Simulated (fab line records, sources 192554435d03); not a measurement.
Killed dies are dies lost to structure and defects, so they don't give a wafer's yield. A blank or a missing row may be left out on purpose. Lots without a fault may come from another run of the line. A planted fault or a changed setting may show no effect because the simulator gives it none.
Which tool did it? | flow n5_finfet | 24 lots, 72 wafers sampled, at 6 steps of a route of 1938

WHAT THE GAUGES READ, wafer by wafer
N5_BEOL_M8_CD_MEAS_28: target cd 40 nm.
lot  | measured     | on        | cd_nm (nm)
L074 | day 9 08:00  | cd_sem-02 | 39.88 39.71 40.23
L075 | day 9 12:32  | cd_sem-03 | 40.18 39.73 40.20
L076 | day 9 16:06  | cd_sem-01 | 39.82 39.91 39.63
L077 | day 9 22:25  | cd_sem-02 | 39.96 39.98 39.86
L078 | day 10 07:53 | cd_sem-02 | 40.19 40.39 39.95
L080 | day 10 18:47 | cd_sem-02 | 39.74 40.13 40.01
L079 | day 10 20:50 | cd_sem-01 | 40.21 39.80 39.85
L081 | day 11 08:27 | cd_sem-01 | 40.14 39.86 39.92
L082 | day 11 07:38 | cd_sem-01 | 40.06 40.17 39.88
L084 | day 11 16:23 | cd_sem-01 | 39.82 40.33 40.36
L083 | day 11 20:39 | cd_sem-02 | 40.01 39.89 39.69
L085 | day 12 01:50 | cd_sem-01 | 40.26 40.19 40.06
L086 | day 12 11:17 | cd_sem-03 | 40.44 39.76 39.91
L087 | day 12 23:32 | cd_sem-02 | 40.22 40.12 40.10
L088 | day 13 02:10 | cd_sem-02 | 40.19 40.24 39.92
L090 | day 13 02:21 | cd_sem-01 | 40.21 40.09 40.18
L092 | day 13 10:46 | cd_sem-01 | 40.62 40.26 40.26
L089 | day 13 10:43 | cd_sem-01 | 39.91 39.85 40.23
L091 | day 13 10:49 | cd_sem-02 | 40.12 39.36 39.98
L094 | day 14 11:36 | cd_sem-02 | 40.21 39.96 40.41
L093 | day 14 11:46 | cd_sem-01 | 40.10 40.19 40.71
L096 | day 15 08:46 | cd_sem-01 | 39.70 39.91 39.93
L095 | day 15 12:58 | cd_sem-01 | 40.24 40.07 40.16
L097 | day 15 16:34 | cd_sem-03 | 39.95 39.42 39.99

WHICH TOOL RAN EACH LOT (tool, then ch and the chambers of the sampled wafers, then the start)
lot  | N5_BEOL_M7_STRIP_80                           | N5_BEOL_M7_ALD_77                   | N5_BEOL_M7_SPUTTER_48        | N5_BEOL_M7_DEP_56               | N5_BEOL_M8_HM_OPEN_17
L074 | rie_diel-05 ch 0,2,3, day 9 03:17 or earlier  | ald_metal-01 ch 1,2,3, day 9 03:17  | pvd_sputter-01, day 9 03:55  | pecvd-04 ch 0,2, day 9 04:47    | rie_metal-02 ch 0,1, day 9 06:58
L075 | rie_diel-01 ch 1,2,3, day 9 05:42 or earlier  | ald_metal-01 ch 1,2,3, day 9 05:42  | pvd_sputter-03, day 9 06:13  | pecvd-03 ch 0,1,2, day 9 07:12  | rie_metal-02 ch 0,1, day 9 09:59
L076 | rie_diel-01 ch 2,3, day 9 09:49 or earlier    | ald_metal-02 ch 0,1,2, day 9 09:49  | pvd_sputter-02, day 9 10:38  | pecvd-02 ch 1,2, day 9 11:47    | rie_metal-01 ch 0,1, day 9 15:28
L077 | rie_diel-02 ch 0,1, day 9 16:47 or earlier    | ald_metal-02 ch 0,1,3, day 9 16:47  | pvd_sputter-03, day 9 17:25  | pecvd-03 ch 0,1, day 9 18:19    | rie_metal-03 ch 0,1, day 9 21:49
L078 | rie_diel-05 ch 0,2,3, day 10 01:43 or earlier | ald_metal-02 ch 0,2,3, day 10 01:43 | pvd_sputter-02, day 10 02:10 | pecvd-04 ch 0,1,2, day 10 03:04 | rie_metal-01 ch 0,1, day 10 06:35
L080 | rie_diel-02 ch 0,1,2, day 10 11:52 or earlier | ald_metal-01 ch 1,2,3, day 10 11:52 | pvd_sputter-01, day 10 12:32 | pecvd-03 ch 0,1, day 10 13:25   | rie_metal-03 ch 0,1, day 10 17:10
L079 | rie_diel-01 ch 0,2, day 10 16:24 or earlier   | ald_metal-04 ch 1,2, day 10 16:24   | pvd_sputter-02, day 10 16:56 | pecvd-03 ch 0,1, day 10 17:49   | rie_metal-03 ch 0,1, day 10 20:20
L081 | rie_diel-01 ch 0,2, day 10 22:24 or earlier   | ald_metal-04 ch 1,3, day 10 22:24   | pvd_sputter-01, day 10 23:02 | pecvd-04 ch 1,2, day 10 23:55   | rie_metal-02 ch 0,1, day 11 02:19
L082 | rie_diel-01 ch 0,2,3, day 11 01:40 or earlier | ald_metal-02 ch 2,3, day 11 01:40   | pvd_sputter-01, day 11 03:55 | pecvd-02 ch 0,1,2, day 11 04:53 | rie_metal-01 ch 0,1, day 11 06:52
L084 | rie_diel-01 ch 0,2,3, day 11 09:31 or earlier | ald_metal-04 ch 0,1,2, day 11 09:31 | pvd_sputter-02, day 11 10:01 | pecvd-04 ch 0,2, day 11 10:57   | rie_metal-02 ch 1, day 11 14:53
L083 | rie_diel-02 ch 0,2,3, day 11 14:41 or earlier | ald_metal-02 ch 1,3, day 11 14:41   | pvd_sputter-03, day 11 15:17 | pecvd-03 ch 0,1, day 11 16:18   | rie_metal-01 ch 0,1, day 11 18:30
L085 | rie_diel-01 ch 2,3, day 11 17:58 or earlier   | ald_metal-01 ch 0,1,3, day 11 17:58 | pvd_sputter-02, day 11 18:36 | pecvd-04 ch 0,1, day 11 19:41   | rie_metal-03 ch 0,1, day 11 22:38
L086 | rie_diel-01 ch 1,3, day 12 04:11 or earlier   | ald_metal-04 ch 1,2,3, day 12 04:11 | pvd_sputter-03, day 12 05:37 | pecvd-02 ch 0,1,2, day 12 06:34 | rie_metal-02 ch 0,1, day 12 08:34
L087 | rie_diel-05 ch 0,1,2, day 12 18:58 or earlier | ald_metal-01 ch 0,2,3, day 12 18:58 | pvd_sputter-02, day 12 19:56 | pecvd-03 ch 0,1, day 12 20:59   | rie_metal-02 ch 0,1, day 12 22:54
L088 | rie_diel-02 ch 1,2, day 12 19:34 or earlier   | ald_metal-02 ch 0,2, day 12 19:34   | pvd_sputter-02, day 12 20:50 | pecvd-03 ch 0,1,2, day 12 21:54 | rie_metal-01 ch 0, day 13 00:52
L090 | rie_diel-02 ch 0,2,3, day 12 21:29 or earlier | ald_metal-01 ch 0,3, day 12 21:29   | pvd_sputter-03, day 12 22:08 | pecvd-04 ch 1,2, day 12 23:00   | rie_metal-01 ch 0,1, day 13 01:08
L092 | rie_diel-01 ch 0,1,3, day 13 00:49 or earlier | ald_metal-02 ch 0,1,3, day 13 00:49 | pvd_sputter-01, day 13 02:38 | pecvd-02 ch 0,1,2, day 13 03:30 | rie_metal-01 ch 0,1, day 13 08:32
L089 | rie_diel-05 ch 0,1, day 13 02:55 or earlier   | ald_metal-04 ch 0,1,2, day 13 02:55 | pvd_sputter-01, day 13 03:34 | pecvd-02 ch 1,2, day 13 04:25   | rie_metal-01 ch 0,1, day 13 08:48
L091 | rie_diel-01 ch 1,2,3, day 13 03:19 or earlier | ald_metal-01 ch 0,1, day 13 03:19   | pvd_sputter-03, day 13 04:05 | pecvd-02 ch 0,1,2, day 13 05:06 | rie_metal-01 ch 0,1, day 13 08:59
L094 | rie_diel-05 ch 1,2,3, day 14 01:15 or earlier | ald_metal-04 ch 0,2, day 14 01:15   | pvd_sputter-02, day 14 01:50 | pecvd-04 ch 0,1,2, day 14 03:10 | rie_metal-03 ch 0,1, day 14 09:55
L093 | rie_diel-01 ch 2,3, day 14 04:00 or earlier   | ald_metal-02 ch 0,2,3, day 14 04:00 | pvd_sputter-01, day 14 04:31 | pecvd-03 ch 0,1, day 14 05:23   | rie_metal-01 ch 0,1, day 14 10:50
L096 | rie_diel-01 ch 1,2,3, day 15 00:51 or earlier | ald_metal-04 ch 1,2,3, day 15 00:51 | pvd_sputter-01, day 15 01:29 | pecvd-03 ch 0,1,2, day 15 02:21 | rie_metal-03 ch 0,1, day 15 06:58
L095 | rie_diel-01 ch 0,1,2, day 15 06:07 or earlier | ald_metal-01 ch 0,2,3, day 15 06:07 | pvd_sputter-03, day 15 06:39 | pecvd-02 ch 1,2, day 15 07:39   | rie_metal-02 ch 0,1, day 15 10:50
L097 | rie_diel-01 ch 0,1,3, day 15 10:49 or earlier | ald_metal-04 ch 0,1,3, day 15 10:49 | pvd_sputter-02, day 15 12:59 | pecvd-03 ch 0,1,2, day 15 13:51 | rie_metal-02 ch 0,1, day 15 15:54
- N5_BEOL_M7_STRIP_80: strips in N2/H2, time 10 s.
- N5_BEOL_M7_ALD_77: deposits TaN, target thk 2 nm, pulse time 2 s, purge time 3 s.
- N5_BEOL_M7_SPUTTER_48: material Cu, target thk 10 nm, time 1.667 s.
- N5_BEOL_M7_DEP_56: deposits SiCN from 3MS/NH3, target thk 10 nm, time 17.5 s.
- N5_BEOL_M8_HM_OPEN_17: chemistry Cl2/BCl3, target TiN, target depth 20 nm, overetch 6 nm.

WHAT THE TOOLS THEMSELVES READ (means of the sampled wafers that have a number; where no wafer has one, the mark that the record gives instead)
N5_BEOL_M7_STRIP_80.
lot  | tool        | chamber_pressure_mTorr (mTorr) | drypump_motor_current_A (A) | oes_product_au (a.u.) | rf_vpp_V (V) | showerhead_plenum_p_Torr (Torr) | throttle_valve_pct (%)
L074 | rie_diel-05 | 20.002                         | 5.9                         | 0.79                  | 58.8         | 2.59                            | 23.7
L075 | rie_diel-01 | 19.995                         | 5.8                         | 0.71                  | 59.6         | 2.52                            | 23.8
L076 | rie_diel-01 | 19.988                         | 5.6                         | 0.71                  | 59.5         | 2.56                            | 24.0
L077 | rie_diel-02 | 20.003                         | 5.8                         | 0.78                  | 58.4         | 2.56                            | 23.8
L078 | rie_diel-05 | 19.997                         | 5.9                         | 0.79                  | 59.0         | 2.59                            | 23.7
L080 | rie_diel-02 | 20.010                         | 6.0                         | 0.81                  | 60.1         | 2.56                            | 23.8
L079 | rie_diel-01 | 19.989                         | 6.0                         | 0.87                  | 60.0         | 2.60                            | 23.4
L081 | rie_diel-01 | 19.989                         | 6.1                         | 0.87                  | 59.7         | 2.60                            | 23.4
L082 | rie_diel-01 | 20.013                         | 5.9                         | 0.80                  | 59.2         | 2.55                            | 23.7
L084 | rie_diel-01 | 20.016                         | 5.9                         | 0.80                  | 59.9         | 2.55                            | 23.7
L083 | rie_diel-02 | 20.001                         | 5.8                         | 0.80                  | 59.0         | 2.56                            | 23.6
L085 | rie_diel-01 | 20.013                         | 5.6                         | 0.71                  | 59.3         | 2.55                            | 24.0
L086 | rie_diel-01 | 19.982                         | 5.8                         | 0.84                  | 58.7         | 2.46                            | 23.8
L087 | rie_diel-05 | 20.003                         | 5.8                         | 0.82                  | 59.5         | 2.57                            | 23.5
L088 | rie_diel-02 | 19.987                         | 6.4                         | 0.77                  | 59.2         | 2.54                            | 24.0
L090 | rie_diel-02 | 20.008                         | 5.8                         | 0.79                  | 59.5         | 2.56                            | 23.6
L092 | rie_diel-01 | 19.997                         | 6.0                         | 0.86                  | 59.2         | 2.51                            | 23.5
L089 | rie_diel-05 | 20.007                         | 6.0                         | 0.83                  | 59.3         | 2.56                            | 23.3
L091 | rie_diel-01 | 20.002                         | 5.7                         | 0.78                  | 59.2         | 2.51                            | 23.8
L094 | rie_diel-05 | 20.021                         | 5.8                         | 0.84                  | 58.3         | 2.58                            | 23.4
L093 | rie_diel-01 | 19.998                         | 5.7                         | 0.83                  | 58.7         | 2.49                            | 23.9
L096 | rie_diel-01 | 19.989                         | 5.8                         | 0.87                  | 60.1         | 2.51                            | 23.7
L095 | rie_diel-01 | 19.994                         | 5.9                         | 0.92                  | 59.7         | 2.56                            | 23.4
L097 | rie_diel-01 | 19.992                         | 6.0                         | 0.84                  | 58.8         | 2.50                            | 23.5

N5_BEOL_M7_ALD_77.
lot  | tool         | heater_power_w (W) | precursor_vessel_pressure_torr (Torr) | susceptor_temp_C (C)
L074 | ald_metal-01 | 392                | 26.26                                 | 274.87
L075 | ald_metal-01 | 394                | 26.22                                 | 275.10
L076 | ald_metal-02 | 423                | 26.22                                 | 274.98
L077 | ald_metal-02 | 425                | 26.30                                 | 275.01
L078 | ald_metal-02 | 413                | 26.24                                 | 274.91
L080 | ald_metal-01 | 393                | 26.27                                 | 275.07
L079 | ald_metal-04 | 418                | 26.30                                 | 274.99
L081 | ald_metal-04 | 404                | 26.25                                 | 275.03
L082 | ald_metal-02 | 402                | 26.27                                 | 274.85
L084 | ald_metal-04 | 442                | 26.27                                 | 275.04
L083 | ald_metal-02 | 406                | 26.25                                 | 275.14
L085 | ald_metal-01 | 364                | 26.18                                 | 275.10
L086 | ald_metal-04 | 422                | 26.26                                 | 274.92
L087 | ald_metal-01 | 392                | 26.21                                 | 274.91
L088 | ald_metal-02 | 438                | 26.27                                 | 275.00
L090 | ald_metal-01 | 363                | 26.28                                 | 275.13
L092 | ald_metal-02 | 421                | 26.19                                 | 274.90
L089 | ald_metal-04 | 443                | 26.25                                 | 275.08
L091 | ald_metal-01 | 321                | 26.26                                 | 275.09
L094 | ald_metal-04 | 449                | 26.30                                 | 275.09
L093 | ald_metal-02 | 417                | 26.22                                 | 274.98
L096 | ald_metal-04 | 416                | 26.23                                 | 275.00
L095 | ald_metal-01 | 389                | 26.23                                 | 275.13
L097 | ald_metal-04 | 425                | 26.25                                 | 275.14

N5_BEOL_M7_SPUTTER_48.
lot  | tool           | bias_v (V) | susceptor_temp_C (C) | throttle_valve_pct (%)
L074 | pvd_sputter-01 | 59.5       | -19.99               | 30.4
L075 | pvd_sputter-03 | 60.4       | -19.97               | 30.4
L076 | pvd_sputter-02 | 60.3       | -19.99               | 30.5
L077 | pvd_sputter-03 | 60.7       | -19.87               | 30.7
L078 | pvd_sputter-02 | 59.5       | -20.02               | 30.4
L080 | pvd_sputter-01 | 60.2       | -20.11               | 30.0
L079 | pvd_sputter-02 | 60.2       | -19.96               | 30.9
L081 | pvd_sputter-01 | 59.9       | -20.12               | 30.4
L082 | pvd_sputter-01 | 60.2       | -20.04               | 30.2
L084 | pvd_sputter-02 | 60.3       | -20.03               | 29.4
L083 | pvd_sputter-03 | 60.4       | -19.95               | 30.2
L085 | pvd_sputter-02 | 59.7       | -19.99               | 30.3
L086 | pvd_sputter-03 | 60.3       | -19.98               | 30.6
L087 | pvd_sputter-02 | 60.3       | -19.86               | 31.2
L088 | pvd_sputter-02 | 60.1       | -20.03               | 32.1
L090 | pvd_sputter-03 | 59.5       | -20.16               | 29.6
L092 | pvd_sputter-01 | 60.1       | -20.06               | 30.2
L089 | pvd_sputter-01 | 60.1       | -19.86               | 30.3
L091 | pvd_sputter-03 | 60.4       | -19.99               | 29.9
L094 | pvd_sputter-02 | 60.0       | -19.98               | 30.2
L093 | pvd_sputter-01 | 59.9       | -19.92               | 30.0
L096 | pvd_sputter-01 | 60.7       | -19.95               | 30.5
L095 | pvd_sputter-03 | 60.1       | -20.10               | 29.8
L097 | pvd_sputter-02 | 59.8       | -19.91               | 30.4

N5_BEOL_M7_DEP_56.
lot  | tool     | rf_fwd_power_W (W) | showerhead_plenum_p_Torr (Torr) | throttle_valve_pct (%)
L074 | pecvd-04 | 199.1              | 3.654                           | 8.9
L075 | pecvd-03 | 199.5              | 3.646                           | 9.5
L076 | pecvd-02 | 198.7              | 3.660                           | 9.2
L077 | pecvd-03 | 199.7              | 3.653                           | 9.9
L078 | pecvd-04 | 199.2              | 3.659                           | 8.9
L080 | pecvd-03 | 198.3              | 3.645                           | 9.9
L079 | pecvd-03 | 198.7              | 3.647                           | 10.0
L081 | pecvd-04 | 200.9              | 3.650                           | 8.8
L082 | pecvd-02 | 198.4              | 3.667                           | 9.2
L084 | pecvd-04 | 199.5              | 3.661                           | 9.0
L083 | pecvd-03 | 199.1              | 3.654                           | 10.0
L085 | pecvd-04 | 200.0              | 3.661                           | 8.9
L086 | pecvd-02 | 198.7              | 3.662                           | 9.0
L087 | pecvd-03 | 198.6              | 3.656                           | 9.9
L088 | pecvd-03 | 199.7              | 3.652                           | 9.3
L090 | pecvd-04 | 199.9              | 3.650                           | 8.9
L092 | pecvd-02 | 199.0              | 3.661                           | 9.1
L089 | pecvd-02 | 199.4              | 3.668                           | 9.0
L091 | pecvd-02 | 198.6              | 3.666                           | 9.2
L094 | pecvd-04 | 199.6              | 3.655                           | 8.9
L093 | pecvd-03 | 198.6              | 3.651                           | 9.9
L096 | pecvd-03 | 198.8              | 3.652                           | 9.3
L095 | pecvd-02 | 198.7              | 3.666                           | 9.2
L097 | pecvd-03 | 199.5              | 3.652                           | 9.3

N5_BEOL_M8_HM_OPEN_17.
lot  | tool         | chamber_pressure_mTorr (mTorr) | drypump_motor_current_A (A) | oes_product_au (a.u.) | rf_fwd_power_W (W) | throttle_valve_pct (%)
L074 | rie_metal-02 | 10.003                         | 5.2                         | 0.70                  | 992                | 21.99
L075 | rie_metal-02 | 9.998                          | 5.2                         | 0.70                  | 991                | 21.99
L076 | rie_metal-01 | 10.007                         | 5.6                         | 0.63                  | 996                | 21.90
L077 | rie_metal-03 | 10.003                         | 5.7                         | 0.62                  | 992                | 22.10
L078 | rie_metal-01 | 10.001                         | 5.6                         | 0.63                  | 995                | 21.89
L080 | rie_metal-03 | 10.000                         | 5.7                         | 0.81                  | 993                | 21.80
L079 | rie_metal-03 | 9.989                          | 5.9                         | 0.79                  | 993                | 22.00
L081 | rie_metal-02 | 9.993                          | 5.2                         | 0.71                  | 995                | 21.98
L082 | rie_metal-01 | 10.004                         | 5.6                         | 0.63                  | 993                | 21.92
L084 | rie_metal-02 | 10.010                         | 6.0                         | 0.76                  | 992                | 21.96
L083 | rie_metal-01 | 10.007                         | 5.6                         | 0.61                  | 993                | 21.92
L085 | rie_metal-03 | 10.004                         | 6.0                         | 0.78                  | 989                | 22.00
L086 | rie_metal-02 | 10.004                         | 5.2                         | 0.70                  | 992                | 21.99
L087 | rie_metal-02 | 10.008                         | 5.6                         | 0.73                  | 995                | 21.98
L088 | rie_metal-01 | 10.000                         | 6.5                         | 0.54                  | 997                | 22.12
L090 | rie_metal-01 | 9.997                          | 5.6                         | 0.62                  | 992                | 21.91
L092 | rie_metal-01 | 9.996                          | 6.1                         | 0.58                  | 995                | 22.04
L089 | rie_metal-01 | 9.992                          | 6.1                         | 0.58                  | 993                | 22.02
L091 | rie_metal-01 | 10.013                         | 6.0                         | 0.58                  | 994                | 22.01
L094 | rie_metal-03 | 10.003                         | 5.9                         | 0.74                  | 989                | 22.02
L093 | rie_metal-01 | 9.996                          | 5.6                         | 0.61                  | 996                | 21.94
L096 | rie_metal-03 | 9.994                          | 5.7                         | 0.72                  | 996                | 21.84
L095 | rie_metal-02 | 9.994                          | 5.2                         | 0.67                  | 992                | 22.00
L097 | rie_metal-02 | 10.004                         | 5.6                         | 0.70                  | 993                | 22.00

THE ANSWER, worked out from the rows above alone
Rule: what is usual is taken from the lots themselves. Put in order of their means at a reading, lots are off if they are a third of the lots or fewer, leave a main group of 4 or more, and stand apart from it by a gap of 3 or more times the standard deviation of the main group's means; of several such gaps the widest counts. A main group whose means are all the same, to the digits that the tables above print for the reading, isn't used. A lot without any number at a reading at which 4 lots or more have one is off too. The other lots that the step has rows for count as sound. The gauges are gone through in route order, then the tools' own readings, and for those a lot's mean is taken as printed above. The first step at which some lot is off is used, and at that step the reading that is off furthest; a lot without a number counts as furthest.
No lot is off at any reading shown: from this, nothing can be told.

WHAT THE SIMULATOR HAD PUT IN
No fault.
